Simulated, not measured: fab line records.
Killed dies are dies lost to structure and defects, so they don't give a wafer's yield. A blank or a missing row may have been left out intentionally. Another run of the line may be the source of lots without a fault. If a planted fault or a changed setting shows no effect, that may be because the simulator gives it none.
Tool commonality check	flow nandHarc	15 lots and 43 wafers in the sample

== WHY IT WAS OPENED ==
At NHARC_A_BLC_INSPECT_28 the reading rawDefectCount is flagged on 3 of 15 lots. No-fault wafers: 508, standard deviation 130.
Rule: a lot gets a flag if all its wafers with a number sit over 4 standard deviations from that mean, or if no wafer of it has a number. All remaining lots are regarded as sound.

lot	measured	on	rawDefectCount, wafer by wafer	flag
L817	day 24 10:37	defectInspect-01	371 365 398	
L820	day 25 10:59	defectInspect-01	584 466 517	
L821	day 26 08:55	defectInspect-02	507 661 492	
L823	day 27 02:00	defectInspect-01	371 622 575	
L824	day 27 05:29	defectInspect-01	6558 6595 6578	FLAGGED
L825	day 27 16:30	defectInspect-01	6677 6500	FLAGGED
L826	day 28 12:47	defectInspect-01	6670 6753	FLAGGED
L829	day 29 01:51	defectInspect-02	431 412 598	
L830	day 29 23:17	defectInspect-01	564 447 488	
L833	day 30 14:52	defectInspect-02	364 425 559	
L831	day 30 17:10	defectInspect-02	530 545 449	
L832	day 30 20:30	defectInspect-01	689 604 847	
L834	day 30 21:44	defectInspect-02	513 554 775	
L836	day 32 13:39	defectInspect-01	463 615 830	
L837	day 32 14:14	defectInspect-01	386 502 417	
On average the flagged lots' numbers are 6619, which is +6111 against the usual, or +47 standard deviations.

== WHICH TOOL EACH LOT WENT THROUGH ==
The record holds 4 process steps before the reading, out of a route of 1302 steps. Read each cell as the tool, then ch plus the chambers that the sampled wafers visited, then the start.
lot	flag	NHARC_A_CONTACT_CVD_19	NHARC_A_CONTACT_CMP_20	NHARC_A_BLC_CVD_24	NHARC_A_BLC_CMP_25
L817		cvdW-02 ch 0,1, day 24 06:32 or earlier	cmp-02 ch 2,3, day 24 06:32	cvdW-01 ch 0,1, day 24 10:15 or earlier	cmp-01 ch 0,1,3, day 24 10:15
L820		cvdW-01 ch 0,1, day 25 07:01 or earlier	cmp-01 ch 1,2,3, day 25 07:01	cvdW-02 ch 0,1, day 25 10:35 or earlier	cmp-03 ch 2,3, day 25 10:35
L821		cvdW-01 ch 1, day 26 04:53 or earlier	cmp-02 ch 0,1, day 26 04:53	cvdW-02 ch 0,1, day 26 08:34 or earlier	cmp-03 ch 0,1,2, day 26 08:34
L823		cvdW-01 ch 0,1, day 26 22:02 or earlier	cmp-04 ch 1,2,3, day 26 22:02	cvdW-02 ch 0,1, day 27 01:40 or earlier	cmp-03 ch 1,2,3, day 27 01:40
L824	FLAGGED	cvdW-01 ch 0,1, day 27 01:28 or earlier	cmp-01 ch 1,2,3, day 27 01:28	cvdW-01 ch 0,1, day 27 05:05 or earlier	cmp-03 ch 0,1,2, day 27 05:05
L825	FLAGGED	cvdW-01 ch 0, day 27 12:37 or earlier	cmp-01 ch 1,2, day 27 12:37	cvdW-01 ch 0,1, day 27 16:10 or earlier	cmp-03 ch 1,3, day 27 16:10
L826	FLAGGED	cvdW-01 ch 1, day 28 08:52 or earlier	cmp-02 ch 3, day 28 08:52	cvdW-02 ch 1, day 28 12:28 or earlier	cmp-01 ch 0,1, day 28 12:28
L829		cvdW-02 ch 0,1, day 28 21:56 or earlier	cmp-04 ch 0,1,2, day 28 21:56	cvdW-02 ch 0,1, day 29 01:26 or earlier	cmp-01 ch 0,1,2, day 29 01:26
L830		cvdW-02 ch 0,1, day 29 19:24 or earlier	cmp-04 ch 1,2,3, day 29 19:24	cvdW-01 ch 0,1, day 29 22:55 or earlier	cmp-01 ch 0,1,2, day 29 22:55
L833		cvdW-01 ch 0,1, day 30 10:52 or earlier	cmp-02 ch 0,2, day 30 10:52	cvdW-02 ch 0,1, day 30 14:28 or earlier	cmp-01 ch 1,2,3, day 30 14:28
L831		cvdW-02 ch 0,1, day 30 13:10 or earlier	cmp-01 ch 0,1, day 30 13:10	cvdW-02 ch 0,1, day 30 16:50 or earlier	cmp-01 ch 0,2,3, day 30 16:50
L832		cvdW-01 ch 0,1, day 30 16:30 or earlier	cmp-04 ch 0,1,2, day 30 16:30	cvdW-01 ch 0,1, day 30 20:06 or earlier	cmp-01 ch 1,2,3, day 30 20:06
L834		cvdW-01 ch 0,1, day 30 17:49 or earlier	cmp-04 ch 0,2,3, day 30 17:49	cvdW-02 ch 0,1, day 30 21:23 or earlier	cmp-02 ch 0,1,2, day 30 21:23
L836		cvdW-01 ch 0,1, day 32 09:45 or earlier	cmp-04 ch 0,1,2, day 32 09:45	cvdW-02 ch 0,1, day 32 13:16 or earlier	cmp-01 ch 1,2,3, day 32 13:16
L837		cvdW-02 ch 1, day 32 10:10 or earlier	cmp-01 ch 1,2, day 32 10:10	cvdW-01 ch 0,1, day 32 13:49 or earlier	cmp-03 ch 1,3, day 32 13:49
What these steps do:
- NHARC_A_CONTACT_CVD_19: deposits W, target thk 300 nm, time 802 s.
- NHARC_A_CONTACT_CMP_20: polishes, t overpolish 30 s, target thk 300 nm.
- NHARC_A_BLC_CVD_24: deposits W, target thk 150 nm, time 434 s.
- NHARC_A_BLC_CMP_25: polishes, t overpolish 30 s, target thk 150 nm.
- NHARC_A_BLC_INSPECT_28

== FLAGGED AGAINST TOTAL, ONE TOOL AT A TIME (gauges that did the reading follow at the end) ==
step	tool	lots run	flagged	share of the flagged lots	sound lots run after its first flagged lot
NHARC_A_CONTACT_CVD_19	cvdW-01	10	3	all	4 (L833,L832,L834,L836)
NHARC_A_CONTACT_CVD_19	cvdW-02	5	0	none	-
NHARC_A_CONTACT_CMP_20	cmp-01	5	2	some	2 (L831,L837)
NHARC_A_CONTACT_CMP_20	cmp-02	4	1	some	1 (L833)
NHARC_A_CONTACT_CMP_20	cmp-04	6	0	none	-
NHARC_A_BLC_CVD_24	cvdW-01	6	2	some	3 (L830,L832,L837)
NHARC_A_BLC_CVD_24	cvdW-02	9	1	some	5 (L829,L833,L831,L834,L836)
NHARC_A_BLC_CMP_25	cmp-01	8	1	some	6 (L829,L830,L833,L831,L832,L836)
NHARC_A_BLC_CMP_25	cmp-02	1	0	none	-
NHARC_A_BLC_CMP_25	cmp-03	6	2	some	1 (L837)
NHARC_A_BLC_INSPECT_28	defectInspect-01	10	3	all	4 (L830,L832,L836,L837)
NHARC_A_BLC_INSPECT_28	defectInspect-02	5	0	none	-
NHARC_A_CONTACT_CVD_19: start missing for some lots; hours and lot order therefore follow NHARC_A_CONTACT_CMP_20. NHARC_A_BLC_CVD_24: start missing for some lots; hours and lot order therefore follow NHARC_A_BLC_CMP_25.

== WHAT THE TABLE ALLOWS ==
cvdW-01 at NHARC_A_CONTACT_CVD_19 and defectInspect-01 at NHARC_A_BLC_INSPECT_28 are the 2 rows of the table that ran each flagged lot.
- cvdW-01 at NHARC_A_CONTACT_CVD_19 ran 10 lots, 3 of them flagged. Sound lots followed the first flagged one (L833, L832, L834, L836) on it, something a lasting fault affecting the whole tool could not allow.
- defectInspect-01 at NHARC_A_BLC_INSPECT_28 ran 10 lots, 3 of them flagged. Sound lots followed the first flagged one (L830, L832, L836, L837) on it, something a lasting fault affecting the whole tool could not allow.
None of the table's rows ran every flagged lot and, after the first, no sound lot.

== WHAT WAS PUT IN BY THE SIMULATOR ==
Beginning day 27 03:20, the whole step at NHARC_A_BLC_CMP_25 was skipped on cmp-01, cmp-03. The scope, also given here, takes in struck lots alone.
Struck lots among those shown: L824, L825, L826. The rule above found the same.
